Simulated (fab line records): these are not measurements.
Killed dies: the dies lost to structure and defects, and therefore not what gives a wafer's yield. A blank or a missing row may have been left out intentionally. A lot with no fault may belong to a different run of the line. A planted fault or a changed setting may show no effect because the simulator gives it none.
Matching of chambers    flow n5_finfet    rie_diel-02 running N5_HKMG_FIN_ETCH_54: 4 sister chambers
The step etches SiARC in CF4, target depth 45.5 nm, time 75.8 s. 4 wafers are shown with their chamber, then 8 later ones without.

== WAFERS, EACH WITH ITS CHAMBER ==
wafer   chamber  showerhead_plenum_p_Torr (Torr)
L080.5  0        2.03
L085.4  3        2.13
L085.5  1        2.16
L090.3  2        2.11

== WAFERS WITHOUT THEIR CHAMBER ==
wafer   showerhead_plenum_p_Torr (Torr)
L090.5  2.13
L090.6  2.28
L093.2  2.13
L093.3  2.28
L093.4  2.11
L094.4  2.16
L094.5  2.16
L094.6  2.28

== CHAMBER TAKEN BY EACH ==
wafer   from the rows above                in truth
L090.5  can't be placed: 3 or 2 or 1 or 0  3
L090.6  can't be placed: 1 or 3 or 2 or 0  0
L093.2  can't be placed: 3 or 2 or 1 or 0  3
L093.3  can't be placed: 1 or 3 or 2 or 0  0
L093.4  can't be placed: 2 or 3 or 1 or 0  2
L094.4  can't be placed: 1 or 3 or 2 or 0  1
L094.5  can't be placed: 1 or 3 or 2 or 0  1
L094.6  can't be placed: 1 or 3 or 2 or 0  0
0 of 8 placed correctly. From these rows, 8 cannot be placed; in 8 the true chamber is one of the candidates. Placed wrongly: 0.
How it was worked out, from the rows above alone: a wafer's distance from a chamber is the root of the sum, over the readings, of the square of ((its reading less the chamber's mean) divided by the reading's scatter). If the next closest chamber is less than 2 further off than the closest, the wafer can't be placed; otherwise it belongs to the closest. For every chamber, the mean is computed from those of its wafers that are shown. The scatter (one wafer shown for each chamber): square how far every hidden wafer sits from the nearest shown wafer, average those squares and take the square root.
